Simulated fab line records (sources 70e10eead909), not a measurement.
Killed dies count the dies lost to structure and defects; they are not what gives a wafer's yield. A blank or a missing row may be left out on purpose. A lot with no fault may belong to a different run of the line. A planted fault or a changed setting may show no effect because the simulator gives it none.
Which tool is to blame? + flow nand harc + 36 wafers from 12 lots sampled at 3 of the route's 1159 steps

## WHAT THE GAUGES SHOWED, per wafer
NHARC_P_M1_CD_MEAS_09: target cd 130 nm.
| lot  | measured     | on        | cd nm (nm)        |
|------|--------------|-----------|-------------------|
| L075 | day 6 16:08  | cd sem-01 | 128.1 129.1 129.5 |
| L076 | day 6 18:55  | cd sem-02 | 130.6 130.4 129.6 |
| L079 | day 7 02:11  | cd sem-03 | 129.1 131.2 130.5 |
| L081 | day 7 23:42  | cd sem-03 | 130.8 130.5 130.5 |
| L083 | day 8 04:28  | cd sem-03 | 129.5 128.9 129.7 |
| L085 | day 8 11:22  | cd sem-03 | 129.7 130.5 130.5 |
| L086 | day 9 20:19  | cd sem-03 | 130.4 130.5 129.9 |
| L089 | day 10 02:13 | cd sem-02 | 129.8 130.2 129.8 |
| L091 | day 10 09:59 | cd sem-02 | 128.5 128.0 128.2 |
| L093 | day 10 16:39 | cd sem-02 | 129.7 129.9 130.8 |
| L095 | day 11 08:22 | cd sem-03 | 130.5 130.0 130.8 |
| L097 | day 11 12:40 | cd sem-02 | 129.6 130.1 129.9 |

## WHICH TOOL RAN EACH LOT (tool, then ch and the chambers of the sampled wafers, then the start)
| lot  | NHARC_P_M0_DEGAS_28          | NHARC_P_M0_CMP_23             |
|------|------------------------------|-------------------------------|
| L075 | pvd sputter-03, day 6 12:52  | cmp-04 ch 0,1,3, day 6 14:16  |
| L076 | pvd sputter-03, day 6 16:02  | cmp-04 ch 1,3, day 6 17:08    |
| L079 | pvd sputter-02, day 6 23:14  | cmp-02 ch 0,1,2, day 7 00:21  |
| L081 | pvd sputter-03, day 7 20:45  | cmp-01 ch 0,3, day 7 21:51    |
| L083 | pvd sputter-03, day 8 00:49  | cmp-04 ch 1,3, day 8 01:55    |
| L085 | pvd sputter-02, day 8 08:17  | cmp-04 ch 0,2,3, day 8 09:24  |
| L086 | pvd sputter-02, day 9 17:23  | cmp-02 ch 0,2, day 9 18:29    |
| L089 | pvd sputter-01, day 9 23:08  | cmp-01 ch 1,2, day 10 00:23   |
| L091 | pvd sputter-01, day 10 07:03 | cmp-01 ch 1,2,3, day 10 08:08 |
| L093 | pvd sputter-02, day 10 13:19 | cmp-02 ch 0,1,3, day 10 14:50 |
| L095 | pvd sputter-01, day 11 04:52 | cmp-01 ch 1,2, day 11 05:57   |
| L097 | pvd sputter-01, day 11 09:44 | cmp-01 ch 0,2,3, day 11 10:49 |
- NHARC_P_M0_DEGAS_28: time 60 s.
- NHARC_P_M0_CMP_23: polishes, t overpolish 20 s, target thk 117.53 nm.

## THE ANSWER, worked out from the rows above alone
Rule: usual is defined by the lots themselves. The widest of any qualifying gaps counts: lots, ordered by their means at a reading, are off when they make up no more than a third of the lots, leave a main group of 4 or more, and stand apart from it by 3 or more times the standard deviation of that group's means. The tables above print the reading to a certain number of digits; a main group whose means all agree to those digits is not used. Also off: a lot with no number at a reading for which 4 or more lots have one. The other lots that the step has rows for count as sound.
None of the lots is off at any reading shown; this tells nothing.

## WHAT WAS PUT IN BY THE SIMULATOR
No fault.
